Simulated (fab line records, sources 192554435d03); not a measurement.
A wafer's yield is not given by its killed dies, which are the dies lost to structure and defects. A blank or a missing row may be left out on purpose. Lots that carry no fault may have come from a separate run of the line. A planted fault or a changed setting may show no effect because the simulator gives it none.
Matching of chambers    flow n5-finfet    N5_BEOL_M7_DESCUM_16 on rie-diel-05: 3 sister chambers
The step chemistry O2, time 7.9 s. 3 wafers are shown with their chamber, then 5 later ones without.

WAFERS PAIRED WITH THEIR CHAMBERS
wafer   chamber  showerhead-plenum-p-Torr (Torr)
L082.3  1        2.21
L085.6  0        2.03
L092.4  2        2.20

WAFERS WHOSE CHAMBER IS MISSING
wafer   showerhead-plenum-p-Torr (Torr)
L092.6  2.03
L096.1  2.20
L096.4  2.03
L097.1  2.03
L097.6  2.19

WHICH CHAMBER EACH WENT THROUGH
wafer    from the rows above   in truth
L092.6   0                     0
L096.1   2                     2
L096.4   0                     0
L097.1   0                     0
L097.6   2                     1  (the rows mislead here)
Placed correctly: 4 of 5. From these rows, 0 cannot be placed. Wrongly placed: 1.
How it was worked out, from the rows above alone: a wafer's distance from a chamber is the root of the sum, over the readings, of the square of ((its reading less the chamber's mean) divided by the reading's scatter). If the next closest chamber is less than 2 further off than the closest, the wafer can't be placed; otherwise it belongs to the closest. Each chamber's mean is taken over the wafers shown for it. The scatter: root of mean squared gap, hidden wafer to nearest shown wafer, with one shown wafer a chamber.
